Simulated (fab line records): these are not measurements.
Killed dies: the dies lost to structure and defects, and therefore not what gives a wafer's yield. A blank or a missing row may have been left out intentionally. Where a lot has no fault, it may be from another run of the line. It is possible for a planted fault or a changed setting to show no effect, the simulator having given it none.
Chamber matching + flow nand_harc + NHARC_A_DECK1_JOINT_ETCHBACK_07 on rie_si-02 has 4 sister chambers
The step etches the open film in HBr, target depth 105 nm, time 26.9 s. 8 wafers are shown with their chamber, then 9 later ones without.

== WAFERS WITH THEIR CHAMBER ==
| wafer  | chamber | drypump_motor_current_A (A) | oes_product_au (a.u.) |
|--------|---------|-----------------------------|-----------------------|
| L523.3 | 1       | 5.5                         | 0.997                 |
| L524.3 | 1       | 5.5                         | 0.996                 |
| L527.4 | 0       | 5.6                         | 0.998                 |
| L528.1 | 3       | 5.9                         | 0.997                 |
| L528.2 | 0       | 5.6                         | 1.020                 |
| L529.4 | 2       | 6.2                         | 1.006                 |
| L529.5 | 3       | 5.8                         | 0.993                 |
| L529.6 | 2       | 6.2                         | 1.006                 |

== WAFERS WITHOUT THEIR CHAMBER ==
| wafer  | drypump_motor_current_A (A) | oes_product_au (a.u.) |
|--------|-----------------------------|-----------------------|
| L530.1 | 5.8                         | 1.010                 |
| L530.2 | 5.6                         | 1.011                 |
| L530.5 | 6.2                         | 1.002                 |
| L532.1 | 5.8                         | 0.997                 |
| L532.2 | 5.6                         | 1.008                 |
| L532.3 | 5.5                         | 0.994                 |
| L535.1 | 5.5                         | 0.996                 |
| L535.3 | 6.1                         | 0.994                 |
| L535.6 | 6.1                         | 0.996                 |

== WHICH CHAMBER EACH WENT THROUGH ==
| wafer  | from the rows above | in truth |
|--------|---------------------|----------|
| L530.1 | 3                   | 3        |
| L530.2 | 0                   | 0        |
| L530.5 | 2                   | 2        |
| L532.1 | 3                   | 3        |
| L532.2 | 0                   | 0        |
| L532.3 | 1                   | 1        |
| L535.1 | 1                   | 1        |
| L535.3 | 2                   | 2        |
| L535.6 | 2                   | 2        |
Correct placement for 9 of the 9. Left unplaced by these rows: 0. 0 placed wrongly.
How it was worked out, from the rows above alone: a wafer's distance from a chamber is the root of the sum, over the readings, of the square of ((its reading less the chamber's mean) divided by the reading's scatter). If the next closest chamber is less than 2 further off than the closest, the wafer can't be placed; otherwise it belongs to the closest. For every chamber, the mean is computed from those of its wafers that are shown. The scatter: take each reading less its chamber's mean, square it, sum over the shown wafers, divide by the number of wafers less the number of chambers, and take the root.
